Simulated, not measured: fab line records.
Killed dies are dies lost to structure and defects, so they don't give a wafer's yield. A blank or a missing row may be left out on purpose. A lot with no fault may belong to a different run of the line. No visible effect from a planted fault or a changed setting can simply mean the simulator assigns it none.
Split-lot trial -- flow n5_finfet -- 21 wafers read from 7 lots, route of 1938 steps

THE SPLIT ITSELF
At N5_BEOL_M5_HM_DEP_02 (deposits TiN, target thk 20 nm), the setting target_thk_a was moved away from the recipe's 200 angstrom on 7 of the 21 wafers read, by -6.3% to +12.5%. For the rest of the wafers, this setting stayed at what the recipe calls for.

FROM THE SPLIT TO THE READING: what the file shows between them, 4 steps
- N5_BEOL_M5_COAT_59: time 60 s, resist thk 60 nm
- N5_BEOL_M5_COAT_60: time 60 s, resist thk 12 nm
- N5_BEOL_M5_STRIP_73: strips in N2/H2
- N5_BEOL_M5_STRIP_64: strips in CF4

THE READING
etch.depth_nm (the simulator's own value, which no gauge read), in nm, at N5_BEOL_M5_HM_OPEN_17 (chemistry Cl2/BCl3, target TiN, target depth 20 nm, overetch 6 nm). No usual value for it is given in the file. Here, 14 wafers ran the recipe; their average is 20.11 nm with a standard deviation of 0.2 nm.

wafer,"tool, chamber at the split","target_thk_a as run, angstrom",against the recipe,"etch.depth_nm, nm",against lot-mates on the recipe
L077.2,"pvd_sputter-03, -",200,recipe,20.05,-
L077.4,"pvd_sputter-03, -",200,recipe,19.88,-
L077.6,"pvd_sputter-03, -",187.4,-6.3%,18.84,-1.12
L081.2,"pvd_sputter-01, -",200,recipe,20.24,-
L081.5,"pvd_sputter-01, -",200,recipe,20.43,-
L081.6,"pvd_sputter-01, -",200,recipe,20.37,-
L082.4,"pvd_sputter-03, -",200,recipe,20.29,-
L082.5,"pvd_sputter-03, -",211.2,+5.6%,21.05,+0.76
L082.6,"pvd_sputter-03, -",211.2,+5.6%,21.27,+0.98
L087.1,"pvd_sputter-02, -",200,recipe,20.3,-
L087.4,"pvd_sputter-02, -",188.2,-5.9%,18.96,-1.34
L087.6,"pvd_sputter-02, -",188.2,-5.9%,18.74,-1.56
L086.1,"pvd_sputter-03, -",200,recipe,19.85,-
L086.3,"pvd_sputter-03, -",200,recipe,20.07,-
L086.6,"pvd_sputter-03, -",200,recipe,19.91,-
L090.2,"pvd_sputter-01, -",224.1,+12.1%,22.64,+2.47
L090.3,"pvd_sputter-01, -",200,recipe,20.2,-
L090.6,"pvd_sputter-01, -",200,recipe,20.15,-
L095.1,"pvd_sputter-03, -",200,recipe,20.02,-
L095.3,"pvd_sputter-03, -",200,recipe,19.79,-
L095.4,"pvd_sputter-03, -",225,+12.5%,22.43,+2.52

FIT RESULTS
A straight line over all 21 wafers: etch.depth_nm changes by +0.199 nm for each +1% of target_thk_a; r = +0.98; the points scatter about the line by 0.19 nm.
The same after taking each lot's own level away (the mean of its wafers on the recipe; 21 wafers): +0.203 nm for each +1%; r = +0.99; scatter 0.14 nm.
On that fit, the largest move of target_thk_a shifts the reading by 2.5 nm.
The span of the lots' own levels, 19.905 to 20.347 nm, comes to 2.2 times the standard deviation stated above.
The two slopes are in agreement: the lot-to-lot level therefore moves the slope only a little.
Check: with one of the wafers moved furthest among these (+12.5%) left out of the fit, the line predicts +2.47 nm for it against its lot-mates. It came out at +2.52 nm against them.

OTHER SPLITS ON THESE WAFERS
These wafers also went through other splits before the reading. Each is held against what the fit with the lots' levels taken away leaves over:
other split on the same wafers,wafers away from the commonest value,r with etch.depth_nm (lot level and that fit taken away)
N5_BEOL_M4_TRENCH_ETCH_37 time_s,12,+0.12
N5_BEOL_M5_PECVD_70 temp_c,6,-0.53

THE WHOLE CHAIN: every reading that the file lists as answering this split, in the file's order
step,what it does,reading,change (the file's fit),r (the file's)
N5_BEOL_M5_HM_DEP_02,"deposits TiN, target thk 20 nm","TiN_of_BEOL_M5_HM_DEP_02.thk_nm (the simulator's own value, which no gauge read)",+0.196 nm for each +1% of the setting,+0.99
N5_BEOL_M5_HM_OPEN_17,"chemistry Cl2/BCl3, target TiN, target depth 20 nm, overetch 6 nm","etch.depth_nm (the simulator's own value, which no gauge read)",+0.201 nm for each +1% of the setting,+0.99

THE FILE'S OWN FIT
etch.depth_nm changes by +0.201 nm for each +1% of target_thk_a, r = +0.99.
